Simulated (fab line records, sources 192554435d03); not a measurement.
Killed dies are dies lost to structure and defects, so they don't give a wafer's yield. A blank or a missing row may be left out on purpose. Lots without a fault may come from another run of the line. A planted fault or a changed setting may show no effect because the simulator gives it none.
fab line records | flow n5_finfet
record lots=7 wafers=21
route steps=1938 shown BEOL_M15@1800 MIM_TOP_LITHO@1843 PASSIVATION@1915
start_h: hours from the record's first day to the start of the lot's first wafer shown | wait_h: hours since the lot's step before | " the same as in the row above | L1.1+2: a row that stands for several wafers | - no value, or no start given | * or withheld: withheld | < > ~ a bound
route shown NAME@n: a module of which the file shows steps, and the number in the route of the first | usual: mean/standard deviation of fault-free wafers | same: alike in all rows | chamber/n: place in a boat | sites: the reading at each site | _std_site: their standard deviation | _edge_site: outer sites' mean less inner sites' | radius_mm: how far each site lies from the wafer's centre | mask NAME#n: copy n | behind: the tool/chamber that last shaped the wafer | hold: why the lot was held/for how many hours/how that ended | device: the transistor (n, p or np) that didn't switch | end of line: the same wafers' tests at the end of the route | a step without rows: its recipe alone | killed: dies lost to structure and defects at the first sort, not the wafer's yield | map: a wafer's dies, x killed, . not, _ none there
set.NAME: the setting as run; set.NAME@STEP: as run at that earlier step | model.NAME: the simulator's own value behind a step, which no gauge read
lots whose settings were changed on purpose; a table a step, a row a wafer
## steps
# step N5_BEOL_M15_EXPOSE_25
# recipe mask_id=M15 na=0.8 source_shape=annular sigma_inner=0.5 sigma_outer=0.8 polarization=unpolarized target_cd_nm=400 dose_mj=35.5
# columns lot.wafer tool chamber start_h wait_h mask set.dose_mj
L076.1+3+6 krf_scanner-02 0 304.16 - M15#0 35.5
L075.1+3 krf_scanner-01 0 322.41 - M15#0 36.31
L075.2 " 0 " " M15#0 35.5
L080.1+2 krf_scanner-02 0 344.00 - M15#0 35.5
L080.4 " 0 " " M15#0 34.19
L082.1+5 krf_scanner-01 0 360.98 - M15#0 35.5
L082.3 " 0 " " M15#0 33.1
L088.3+4+6 krf_scanner-01 0 408.94 - M15#0 35.5
L094.2+4+6 krf_scanner-01 0 438.06 - M15#0 35.5
L096.2+4+6 krf_scanner-02 0 441.85 - M15#0 36.89
# step N5_BEOL_M15_PEB_26
# recipe peb_temp_c=130 peb_time_s=90
# step N5_BEOL_M15_DEVELOP_27
# recipe develop_time_s=45 rinse_liquid=diw dry=air_spin dev_temp_c=21
# step N5_BEOL_M15_HARDBAKE_32
# recipe temp_c=130 time_s=120
# step N5_BEOL_M15_CD_MEAS_28
# recipe target_cd_nm=407.6 landing_energy_ev=500 detector=se_inlens
# usual cd_nm=406.9/2.2
# columns lot.wafer tool chamber start_h wait_h set.dose_mj@BEOL_M15_EXPOSE_25 cd_nm
L076.1 cd_sem-01 0 304.34 - 35.5 406.8
L076.3 " 0 " " 35.5 407.2
L076.6 " 0 " " 35.5 410.6
L075.1 cd_sem-03 0 322.58 - 36.31 411.1
L075.2 " 0 " " 35.5 405.5
L075.3 " 0 " " 36.31 408.9
L080.1 cd_sem-02 0 344.17 - 35.5 404.4
L080.2 " 0 " " 35.5 403.7
L080.4 " 0 " " 34.19 398.2
L082.1 cd_sem-01 0 361.16 - 35.5 408.1
L082.3 " 0 " " 33.1 397.9
L082.5 " 0 " " 35.5 407.0
L088.3 cd_sem-03 0 409.10 - 35.5 405.3
L088.4 " 0 " " 35.5 406.1
L088.6 " 0 " " 35.5 403.1
L094.2 cd_sem-01 0 438.23 - 35.5 407.5
L094.4 " 0 " " 35.5 408.5
L094.6 " 0 " " 35.5 407.8
L096.2 cd_sem-01 0 442.02 - 36.89 413.8
L096.4 " 0 " " 36.89 413.5
L096.6 " 0 " " 36.89 413.5
# step N5_BEOL_M15_DESCUM_33
# recipe chemistry=O2 time_s=7.9 source_power_w=50 bias_power_w=20 pressure_mtorr=20 rf_frequency_hz=2.712e+07 temp_c=40 o2_flow_sccm=225
# columns lot.wafer tool chamber start_h wait_h set.dose_mj@BEOL_M15_EXPOSE_25 model.BEOL_M15.cd_nm
L076.1+3 rie_diel-05 2,0 304.43 0.0 35.5 406.6
L076.6 " 2 " " 35.5 410.4
L075.1 rie_diel-05 2 322.67 0.0 36.31 411
L075.2 " 3 " " 35.5 405.6
L075.3 " 1 " " 36.31 408.8
L080.1 rie_diel-02 2 344.26 0.0 35.5 404.4
L080.2 " 1 " " 35.5 403.4
L080.4 " 3 " " 34.19 398.4
L082.1 rie_diel-05 0 361.74 0.5 35.5 407.8
L082.3 " 3 " " 33.1 397.8
L082.5 " 0 " " 35.5 406.6
L088.3 rie_diel-05 2 409.44 0.3 35.5 405.8
L088.4 " 0 " " 35.5 406
L088.6 " 1 " " 35.5 403.4
L094.2+6 rie_diel-02 3,1 438.62 0.3 35.5 407.6
L094.4 " 1 " " 35.5 408.2
L096.2+4 rie_diel-02 0,2 442.27 0.2 36.89 413.6
L096.6 " 3 " " 36.89 414
# step N5_BEOL_M15_ETCH_61
# recipe chemistry=N2/H2 target=BARC target_depth_a=890 overetch_a=267 time_s=67.9 ion_energy_ev=200 pressure_mtorr=30 source_w=840 bias_w=150 n2_flow_sccm=200 h2_flow_sccm=200
# columns lot.wafer tool chamber start_h wait_h set.spin_rpm@BEOL_M15_COAT_22 model.coat_of_BEOL_M15_COAT_22.thk_nm
L076.1 rie_diel-05 2 304.47 0.0 1576 750.8
L076.3 " 0 " " 1576 749.6
L076.6 " 2 " " 1704 718.8
L075.1 rie_diel-05 2 322.70 0.0 1704 717.2
L075.2 " 3 " " 1635 737
L075.3 " 1 " " 1704 716.4
L080.1 rie_diel-02 2 344.29 0.0 1704 716.6
L080.2 " 1 " " 1704 717.2
L080.4 " 3 " " 1704 714
L082.1 rie_diel-05 0 361.78 0.0 1704 722
L082.3 " 3 " " 1704 716.8
L082.5 " 0 " " 1530 763.6
L088.3 rie_diel-05 2 409.48 0.0 1546 754.2
L088.4 " 0 " " 1704 715.2
L088.6 " 1 " " 1546 758.8
L094.2 rie_diel-02 3 438.66 0.0 1704 720.2
L094.4 " 1 " " 1704 720.6
L094.6 " 1 " " 1704 721.2
L096.2 rie_diel-02 0 442.31 0.0 1704 718.2
L096.4 " 2 " " 1639 736
L096.6 " 3 " " 1639 734
# step N5_BEOL_M15_TRENCH_ETCH_34
# recipe chemistry=C4F8/O2/Ar target=SiO2 target_depth_a=8729.3 he_inner_torr=15 he_outer_torr=30 time_s=199 ion_energy_ev=800 pressure_mtorr=20 source_w=1905 bias_w=2040 Ar_flow_sccm=400 C4F8_flow_sccm=16 O2_flow_sccm=12
# columns lot.wafer tool chamber start_h wait_h set.spin_rpm@BEOL_M15_COAT_22 model.coat_of_BEOL_M15_COAT_22.thk_nm
L076.1 rie_diel-05 2 304.52 0.0 1576 576
L076.3 " 0 " " 1576 572.4
L076.6 " 2 " " 1704 543.8
L075.1 rie_diel-05 2 322.75 0.0 1704 543.8
L075.2 " 3 " " 1635 564.8
L075.3 " 1 " " 1704 540.2
L080.1 rie_diel-02 2 344.35 0.0 1704 540.4
L080.2 " 1 " " 1704 541
L080.4 " 3 " " 1704 539.8
L082.1 rie_diel-05 0 361.83 0.0 1704 545.4
L082.3 " 3 " " 1704 537.6
L082.5 " 0 " " 1530 587
L088.3 rie_diel-05 2 409.53 0.0 1546 580.4
L088.4 " 0 " " 1704 537.4
L088.6 " 1 " " 1546 585.2
L094.2 rie_diel-02 3 438.71 0.0 1704 545.2
L094.4 " 1 " " 1704 545.4
L094.6 " 1 " " 1704 546.4
L096.2 rie_diel-02 0 442.36 0.0 1704 537.2
L096.4 " 2 " " 1639 558.4
L096.6 " 3 " " 1639 557.8
# step N5_MIM_TOP_LITHO_EXPOSE_05
# recipe mask_id=MIM_TOP na=0.55 source_shape=conventional sigma_outer=0.8 polarization=unpolarized target_cd_nm=2000 dose_mj=20.5
# columns lot.wafer tool chamber start_h wait_h mask set.dose_mj
L076.1+6 krf_scanner-01 0 312.73 - MIM_TOP#0 20.5
L076.3 " 0 " " MIM_TOP#0 19.92
L075.1+3 krf_scanner-02 0 330.39 - MIM_TOP#0 19.2
L075.2 " 0 " " MIM_TOP#0 20.5
L080.1+4 krf_scanner-01 0 352.88 - MIM_TOP#0 21.1
L080.2 " 0 " " MIM_TOP#0 20.5
L082.1+3+5 krf_scanner-01 0 369.14 - MIM_TOP#0 20.5
L088.3 krf_scanner-01 0 417.96 - MIM_TOP#0 20.92
L088.4+6 " 0 " " MIM_TOP#0 20.5
L094.2+4+6 krf_scanner-02 0 444.82 - MIM_TOP#0 20.5
L096.2 krf_scanner-02 0 449.59 - MIM_TOP#0 19.49
L096.4+6 " 0 " " MIM_TOP#0 20.5
# step N5_MIM_TOP_LITHO_DEVELOP_07
# recipe develop_time_s=60 rinse_liquid=diw dry=air_spin dev_temp_c=21
# columns lot.wafer tool chamber start_h wait_h set.develop_time_s
L076.1+3+6 litho_track-02 0 - - 60
L075.1+2+3 litho_track-02 0 - - 60
L080.1+2+4 litho_track-02 0 - - 60
L082.1+3 litho_track-03 0 - - 71.2
L082.5 " 0 " " 60
L088.3+4+6 litho_track-04 0 - - 60
L094.2+4+6 litho_track-02 0 - - 60
L096.2+4 litho_track-02 0 - - 66.11
L096.6 " 0 " " 60
# step N5_MIM_TOP_LITHO_HARDBAKE_09
# recipe temp_c=130 time_s=120
# step N5_MIM_TOP_LITHO_CD_MEAS_08
# recipe target_cd_nm=2000 landing_energy_ev=500 detector=se_inlens
# usual cd_nm=2001.3/2
# columns lot.wafer tool chamber start_h wait_h set.dose_mj@MIM_TOP_LITHO_EXPOSE_05 cd_nm
L076.1 cd_sem-03 0 312.91 - 20.5 2002.2
L076.3 " 0 " " 19.92 2008.3
L076.6 " 0 " " 20.5 2001.8
L075.1 cd_sem-03 0 330.57 - 19.2 2012.0
L075.2 " 0 " " 20.5 2004.4
L075.3 " 0 " " 19.2 2014.1
L080.1 cd_sem-02 0 353.06 - 21.1 1994.1
L080.2 " 0 " " 20.5 2002.0
L080.4 " 0 " " 21.1 1996.3
L082.1 cd_sem-03 0 369.32 - 20.5 1994.3
L082.3 " 0 " " 20.5 1997.5
L082.5 " 0 " " 20.5 1997.4
L088.3 cd_sem-03 0 418.13 - 20.92 1997.5
L088.4 " 0 " " 20.5 2001.8
L088.6 " 0 " " 20.5 1999.1
L094.2 cd_sem-03 0 445.00 - 20.5 2001.2
L094.4 " 0 " " 20.5 2003.2
L094.6 " 0 " " 20.5 2001.6
L096.2 cd_sem-01 0 449.76 - 19.49 2008.5
L096.4 " 0 " " 20.5 1999.9
L096.6 " 0 " " 20.5 2002.6
# step N5_PASSIVATION_PECVD_53
# recipe material=SiO2 target_thk_a=8000 temp_c=400 precursor=TEOS/O2 pressure_torr=6.5 rf_w=withheld teos_flow_sccm=withheld gas=O2 flow_sccm=2650 time_s=169.4
# columns lot.wafer tool chamber start_h wait_h set.temp_c model.SiO2_of_PASSIVATION_PECVD_53.thk_nm
L076.1 pecvd-04 1 323.95 0.0 400 778.4
L076.3 " 0 " " 400 777.8
L076.6 " 1 " " 390.6 845.6
L075.1 pecvd-02 0 337.38 0.0 400 780.2
L075.2 " 1 " " 409.7 727.2
L075.3 " 2 " " 409.7 743.8
L080.1 pecvd-01 0 359.21 0.0 384.6 874.6
L080.2 " 1 " " 384.6 865.8
L080.4 " 2 " " 400 814.2
L082.1 pecvd-04 2 377.90 0.0 400 793.8
L082.3 " 0 " " 384.3 871.4
L082.5 " 1 " " 384.3 896.4
L088.3 pecvd-02 0 423.77 0.0 400 780.6
L088.4 " 2 " " 395.1 822
L088.6 " 0 " " 395.1 815.8
L094.2 pecvd-02 0 450.74 0.0 400 791.2
L094.4 " 2 " " 400 818.2
L094.6 " 0 " " 400 806
L096.2 pecvd-02 0 458.26 0.0 383.6 875
L096.4 " 1 " " 383.6 888
L096.6 " 2 " " 400 809.2
## key
split step=N5_BEOL_M15_EXPOSE_25 setting=dose_mj stated=35.5 by=wafer
response step=N5_BEOL_M15_CD_MEAS_28 reading=cd_nm change=+1.5 per=1% r=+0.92
response step=N5_BEOL_M15_DESCUM_33 reading=model.BEOL_M15.cd_nm change=+1.45 per=1% r=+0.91
split step=N5_MIM_TOP_LITHO_EXPOSE_05 setting=dose_mj stated=20.5 by=wafer
response step=N5_MIM_TOP_LITHO_CD_MEAS_08 reading=cd_nm change=-1.57 per=1% r=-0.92
split step=N5_MIM_TOP_LITHO_DEVELOP_07 setting=develop_time_s stated=60 by=wafer
response none clear
split step=N5_PASSIVATION_PECVD_53 setting=temp_c stated=400 by=wafer
response step=N5_PASSIVATION_PECVD_53 reading=model.SiO2_of_PASSIVATION_PECVD_53.thk_nm change=-19.7 per=1% r=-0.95
split outside_this_file step=N5_BEOL_M15_COAT_22 setting=spin_rpm
# split outside_this_file: this setting was split too, and the file shows its column; the key of that split is in another file
